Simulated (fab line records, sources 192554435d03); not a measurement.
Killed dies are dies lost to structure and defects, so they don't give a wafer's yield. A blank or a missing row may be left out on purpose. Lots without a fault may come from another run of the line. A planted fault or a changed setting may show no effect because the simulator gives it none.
Split-lot experiment | flow n5_finfet | 7 lots, 39 wafers read, on a route of 1938 steps

THE SPLIT
At N5_BEOL_M0_SAQP_HM_DEP_111 (deposits SiO2 from SiH4/N2O, target thk 12 nm, time 7.2 s), the setting time_s was moved away from the recipe's 7.2 s on 12 of the 39 wafers read, by -41.5% to +57.4%. The other wafers ran this setting at the recipe's value.

FROM THE SPLIT TO THE READING: what the file shows between them, 4 steps
- N5_BEOL_M0_SAQP_COAT_81: time 60 s, resist thk 100 nm
- N5_BEOL_M0_SAQP_COAT_82: time 60 s, resist thk 30 nm
- N5_BEOL_M0_SAQP_ETCH_84: etches SOC in N2/H2, target depth 100 nm, overetch 20 nm, time 150 s
- N5_BEOL_M0_SAQP_STRIP_80: strips in N2/H2

THE READING
etch.depth_nm (the simulator's own value, which no gauge read), in nm, at N5_BEOL_M0_SAQP_HM_OPEN_112 (chemistry CHF3/O2, target SiO2, stops on a-Si, target depth 12 nm, time 13.5 s). The file gives no usual value for it. The 27 wafers here that ran the recipe average 11.807 nm, standard deviation 0.22 nm.

wafer  | tool, chamber at the split | time_s as run, s | against the recipe | etch.depth_nm, nm | against lot-mates on the recipe
L074.1 | pecvd-02, 1                | 10.73            | +49.0%             | 17.33             | +5.653
L074.2 | pecvd-02, 2                | 7.2              | recipe             | 11.65             | -
L074.3 | pecvd-02, 2                | 7.2              | recipe             | 11.65             | -
L074.4 | pecvd-02, 1                | 7.2              | recipe             | 11.73             | -
L074.5 | pecvd-02, 1                | 10.73            | +49.0%             | 17.63             | +5.953
L074.6 | pecvd-02, 2                | 10.73            | +49.0%             | 17.72             | +6.043
L087.1 | pecvd-01, 2                | 7.2              | recipe             | 11.55             | -
L087.2 | pecvd-01, 0                | 7.2              | recipe             | 11.49             | -
L087.3 | pecvd-01, 1                | 4.213            | -41.5%             | 6.647             | -4.980
L087.4 | pecvd-01, 2                | 7.2              | recipe             | 11.84             | -
L087.5 | pecvd-01, 1,0              | 4.213            | -41.5%             | 6.807             | -4.820
L087.6 | pecvd-01, 1,0              | 4.213            | -41.5%             | 6.79              | -4.837
L089.1 | pecvd-02, 1                | 7.2              | recipe             | 11.75             | -
L089.2 | pecvd-02, 0,2              | 7.2              | recipe             | 11.59             | -
L089.3 | pecvd-02, 0,2              | 7.2              | recipe             | 11.64             | -
L089.4 | pecvd-02, 1                | 7.2              | recipe             | 11.88             | -
L089.5 | pecvd-02, 2,0              | 7.2              | recipe             | 12.08             | -
L089.6 | pecvd-02, 2,0              | 7.2              | recipe             | 12                | -
L092.1 | pecvd-01, 1                | 7.2              | recipe             | 11.69             | -
L092.2 | pecvd-01, 0                | 7.2              | recipe             | 11.74             | -
L092.3 | pecvd-01, 2                | 8.632            | +19.9%             | 13.95             | +2.147
L092.4 | pecvd-01, 0                | 7.2              | recipe             | 11.98             | -
L092.5 | pecvd-01, 2,1              | 8.632            | +19.9%             | 14.19             | +2.387
L092.6 | pecvd-01, 2,1              | 8.632            | +19.9%             | 14.1              | +2.297
L093.1 | pecvd-01, 1                | 11.33            | +57.4%             | 18.45             | +6.850
L093.2 | pecvd-01, 0,2,1            | 7.2              | recipe             | 11.66             | -
L093.3 | pecvd-01, 0,2,1            | 7.2              | recipe             | 11.56             | -
L093.4 | pecvd-01, 0,2,1            | 7.2              | recipe             | 11.58             | -
L093.5 | pecvd-01, 0                | 11.33            | +57.4%             | 18.61             | +7.010
L093.6 | pecvd-01, 2                | 11.33            | +57.4%             | 18.83             | +7.230
L094.3 | pecvd-04, 1                | 7.2              | recipe             | 11.89             | -
L094.4 | pecvd-04, 2,1              | 7.2              | recipe             | 12.23             | -
L094.6 | pecvd-04, 2,1              | 7.2              | recipe             | 12.15             | -
L095.1 | pecvd-02, 1                | 7.2              | recipe             | 11.47             | -
L095.2 | pecvd-02, 0,2,2            | 7.2              | recipe             | 11.95             | -
L095.3 | pecvd-02, 0,2,2            | 7.2              | recipe             | 11.99             | -
L095.4 | pecvd-02, 0,2,2            | 7.2              | recipe             | 11.94             | -
L095.5 | pecvd-02, 0                | 7.2              | recipe             | 12.28             | -
L095.6 | pecvd-02, 1                | 7.2              | recipe             | 11.82             | -
Where a row lists several chambers, the file gives one row for several wafers and doesn't say which wafer went through which chamber.

THE FIT
A straight line over all 39 wafers: etch.depth_nm changes by +0.119 nm for each +1% of time_s; r = +1.00; the points scatter about the line by 0.21 nm.
The same after taking each lot's own level away (the mean of its wafers on the recipe; 39 wafers): +0.12 nm for each +1%; r = +1.00; scatter 0.17 nm.
On that fit, the largest move of time_s shifts the reading by 6.9 nm.
The lots' own levels span 11.6000 to 12.0900 nm, that is 2.2 times the standard deviation above.
So the lot-to-lot level changes the slope little: the two slopes agree.
Check: with one of the wafers moved furthest among these (+57.4%) left out of the fit, the line predicts +6.91 nm for it against its lot-mates. It came out at +6.85 nm against them.

OTHER SPLITS ON THESE WAFERS
These wafers also went through other splits before the reading. Each is held against what the fit with the lots' levels taken away leaves over:
other split on the same wafers | wafers away from the commonest value | r with etch.depth_nm (lot level and that fit taken away)
N5_HKMG_FIN_ETCH_55 time_s     | 12                                   | -0.16

THE WHOLE CHAIN: every reading that the file lists as answering this split, in the file's order
step                        | what it does                                                                   | reading                                                                                 | change (the file's fit)              | r (the file's)
N5_BEOL_M0_SAQP_HM_DEP_111  | deposits SiO2 from SiH4/N2O, target thk 12 nm, time 7.2 s                      | SiO2_of_BEOL_M0_SAQP_HM_DEP_111.thk_nm (the simulator's own value, which no gauge read) | +0.12 nm for each +1% of the setting | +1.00
N5_BEOL_M0_SAQP_HM_OPEN_112 | chemistry CHF3/O2, target SiO2, stops on a-Si, target depth 12 nm, time 13.5 s | etch.depth_nm (the simulator's own value, which no gauge read)                          | +0.12 nm for each +1% of the setting | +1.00

THE FILE'S OWN FIT
etch.depth_nm changes by +0.12 nm for each +1% of time_s, r = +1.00.
